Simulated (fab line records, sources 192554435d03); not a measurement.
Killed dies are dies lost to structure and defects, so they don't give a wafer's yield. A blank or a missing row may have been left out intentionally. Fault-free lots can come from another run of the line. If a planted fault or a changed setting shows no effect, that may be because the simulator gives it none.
Matching of chambers    flow n5Finfet    rieDiel-01 running N5_BEOL_M10_ETCH_65: 4 sister chambers
The step etches SiARC in CF4, target depth 39 nm, time 65 s. 8 wafers are shown with their chamber, then 7 later ones without.

## WAFERS, EACH WITH ITS CHAMBER
wafer   chamber  throttleValvePct (%)  showerheadPlenumPTorr (Torr)
L083.3  3        16.05                 2.16
L082.1  1        15.82                 2.26
L082.4  2        15.29                 2.15
L086.3  0        15.34                 2.24
L086.4  3        16.08                 2.15
L086.6  0        15.32                 2.24
L089.2  1        15.84                 2.25
L089.4  2        15.32                 2.14

## WAFERS MISSING THEIR CHAMBER
wafer   throttleValvePct (%)  showerheadPlenumPTorr (Torr)
L089.5  15.85                 2.25
L090.1  15.35                 2.24
L090.2  15.36                 2.14
L090.3  16.09                 2.15
L092.1  15.36                 2.24
L092.3  15.36                 2.13
L092.4  15.87                 2.25

## EACH ONE'S CHAMBER
wafer   from the rows above  in truth
L089.5  1                    1
L090.1  0                    0
L090.2  2                    2
L090.3  3                    3
L092.1  0                    0
L092.3  2                    2
L092.4  1                    1
Correctly placed: 7 of 7. Can't be placed from these rows: 0. Number placed wrongly: 0.
How it was worked out, from the rows above alone: a wafer's distance from a chamber is the root of the sum, over the readings, of the square of ((its reading less the chamber's mean) divided by the reading's scatter). The wafer belongs to the nearest chamber; if the next one is less than 2 further off, it can't be placed. The mean given for a chamber averages the wafers shown for that chamber. How the scatter is found: for the shown wafers, subtract from each reading the mean of its chamber, square and add these, divide the total by (wafers less chambers), then take the root.
